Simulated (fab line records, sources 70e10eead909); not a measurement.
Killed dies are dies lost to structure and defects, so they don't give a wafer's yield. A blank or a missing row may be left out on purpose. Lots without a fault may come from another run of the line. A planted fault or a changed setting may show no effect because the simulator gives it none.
Which tool did it? | flow nand_harc | 12 lots, 36 wafers sampled, at 3 steps of a route of 1302

WHAT THE GAUGES READ, wafer by wafer
NHARC_P_M1_OVL_MEAS_10: pitch 260 nm.
lot  | measured     | on         | overlay_x_nm (nm)
L075 | day 6 16:19  | overlay-02 | 1.1 0.3 0.5
L077 | day 7 13:25  | overlay-02 | 1.5 1.7 1.5
L079 | day 8 08:56  | overlay-02 | 0.6 0.5 0.3
L081 | day 9 10:20  | overlay-02 | -1.4 -1.4 -1.2
L083 | day 10 04:43 | overlay-01 | -0.2 0.6 0.0
L085 | day 10 22:11 | overlay-01 | -0.2 -0.4 -0.7
L088 | day 12 05:53 | overlay-01 | -0.2 -0.8 -0.7
L089 | day 12 12:17 | overlay-02 | 0.8 0.1 -0.1
L091 | day 13 03:35 | overlay-02 | -0.3 0.3 0.3
L093 | day 14 10:46 | overlay-01 | -0.8 -1.2 -0.6
L095 | day 15 01:43 | overlay-01 | -0.3 0.0 0.1
L096 | day 15 19:17 | overlay-01 | 0.9 0.9 1.1

WHICH TOOL RAN EACH LOT (tool, then ch and the chambers of the sampled wafers, then the start)
lot  | NHARC_P_CONTACT_DESCUM_17          | NHARC_P_CONTACT_CVD_23
L075 | rie_diel-10 ch 0,3, day 6 08:04    | cvd_w-01 ch 0,1, day 6 16:19 or earlier
L077 | rie_diel-10 ch 1,2,3, day 7 05:14  | cvd_w-01 ch 0,1, day 7 13:25 or earlier
L079 | rie_diel-03 ch 0,3, day 8 00:17    | cvd_w-01 ch 0,1, day 8 08:56 or earlier
L081 | rie_diel-03 ch 0,1,3, day 9 02:20  | cvd_w-02 ch 0,1, day 9 10:20 or earlier
L083 | rie_diel-10 ch 0,2, day 9 20:26    | cvd_w-01 ch 0,1, day 10 04:43 or earlier
L085 | rie_diel-10 ch 0,1,2, day 10 14:10 | cvd_w-01 ch 0,1, day 10 22:11 or earlier
L088 | rie_diel-03 ch 0,3, day 11 22:02   | cvd_w-02 ch 0,1, day 12 05:53 or earlier
L089 | rie_diel-10 ch 1,2, day 12 04:01   | cvd_w-01 ch 0,1, day 12 12:17 or earlier
L091 | rie_diel-01 ch 1,2, day 12 19:22   | cvd_w-01 ch 0,1, day 13 03:35 or earlier
L093 | rie_diel-03 ch 0,2,3, day 14 02:10 | cvd_w-02 ch 0,1, day 14 10:46 or earlier
L095 | rie_diel-01 ch 0,1,3, day 14 17:02 | cvd_w-02 ch 0,1, day 15 01:43 or earlier
L096 | rie_diel-03 ch 0,1,2, day 15 11:10 | cvd_w-01 ch 0,1, day 15 19:17 or earlier
- NHARC_P_CONTACT_DESCUM_17: chemistry O2, time 3 s.
- NHARC_P_CONTACT_CVD_23: deposits W, target thk 200 nm, time 557 s.

THE ANSWER, worked out from the rows above alone
Rule: what is usual is taken from the lots themselves. Put in order of their means at a reading, lots are off if they are a third of the lots or fewer, leave a main group of 4 or more, and stand apart from it by a gap of 3 or more times the standard deviation of the main group's means; of several such gaps the widest counts. A main group whose means are all the same, to the digits that the tables above print for the reading, isn't used. A lot without any number at a reading at which 4 lots or more have one is off too. The other lots that the step has rows for count as sound.
No lot is off at any reading shown: from this, nothing can be told.

WHAT THE SIMULATOR HAD PUT IN
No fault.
